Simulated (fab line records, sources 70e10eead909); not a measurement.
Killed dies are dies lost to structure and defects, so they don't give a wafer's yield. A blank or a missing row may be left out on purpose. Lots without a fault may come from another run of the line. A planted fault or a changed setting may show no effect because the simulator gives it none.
Problem report in the 8D (eight disciplines) form, filled by code | flow nand_harc | the parts of the form that need people (team, actions taken, sign-off) are left out

1. THE PROBLEM
raw_defect_count at NHARC_A_CONTACT_INSPECT_10 reads a mean of 501 on 6 wafers of 2 lots; wafers without a fault read 31 with a standard deviation of 17. That is +28 standard deviations from the usual mean.
First seen on wafer L979.1, day 19 17:53, on defect_inspect-02. The record holds 33 wafers of 11 lots with a number at this step. Rule for "out", or "out of limits": more than 4 standard deviations from the usual mean. The other wafers with a number count as sound.

2. WHAT IT IS AND WHAT IT IS NOT
question                    | is                                   | is not
which readings at this step | raw_defect_count                     | -
which lots                  | L979, L980                           | L970, L972, L976, L984, L986, L987, L988, L989, L992
which wafers of those lots  | all that have a number               | -
read on which gauges        | defect_inspect-01, defect_inspect-02 | -
when                        | from day 19 17:53                    | up to then (9 sound wafers); but 18 sound wafers of L984, L986, L987, L988, L989, L992 came after

3. SUSPECTS, AND WHAT RULES EACH OUT
Counting: a tool at a process step up to the reading stays a suspect if it ran every lot that is out and no sound lot after the first of them.
- the gauge at NHARC_A_CONTACT_INSPECT_10: ruled out. The wafers that are out were read on 2 gauges (defect_inspect-01, defect_inspect-02).
- pecvd-02 at NHARC_A_CONTACT_DEP_85 (deposits SiON, target thk 50 nm): kept. It ran every lot that is out, first L979 (day 19 17:07), and no sound lot after that.
Left after counting: pecvd-02 at NHARC_A_CONTACT_DEP_85.

4. THE CAUSE (what the simulator had put in)
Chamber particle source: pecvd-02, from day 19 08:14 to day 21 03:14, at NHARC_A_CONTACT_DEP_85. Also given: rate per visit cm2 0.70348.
Counting left only this tool.

5. THE CHAIN OF EFFECTS, in route order
Each row: a reading whose mean over the struck wafers that have a number lies more than 3 standard deviations from the usual. Only readings for which the record gives a usual standard deviation are gone through. hours: the time from each lot's start at the first step in this table that gives one to its start at this step, as a median over the lots. sigmas: the change in usual standard deviations.
hours | step                       | reading          | usual | on struck wafers | change | sigmas
0     | NHARC_A_CONTACT_INSPECT_10 | raw_defect_count | 31    | 501              | +470   | +28
54    | NHARC_END_SORT_01          | killed_at_array  | 29    | 84               | +55    | +4.2
54    | NHARC_END_SORT_01          | killed_dies      | 33    | 88               | +55    | +4.2

6. WHAT WOULD HAVE CAUGHT IT SOONER
In this record the first reading out of limits at a measuring or inspecting step was taken at day 19 17:53, 10 hours after the fault began at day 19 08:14.
Of the tool readings at NHARC_A_CONTACT_DEP_85 for which the record gives a usual standard deviation, none was out on any struck wafer, so an alarm limit of 4 standard deviations on them would not have fired.
Of the lots that are out (2), L980 began NHARC_A_CONTACT_DEP_85 on pecvd-02 after day 19 17:53. A hold on the tool at that time would have spared it.
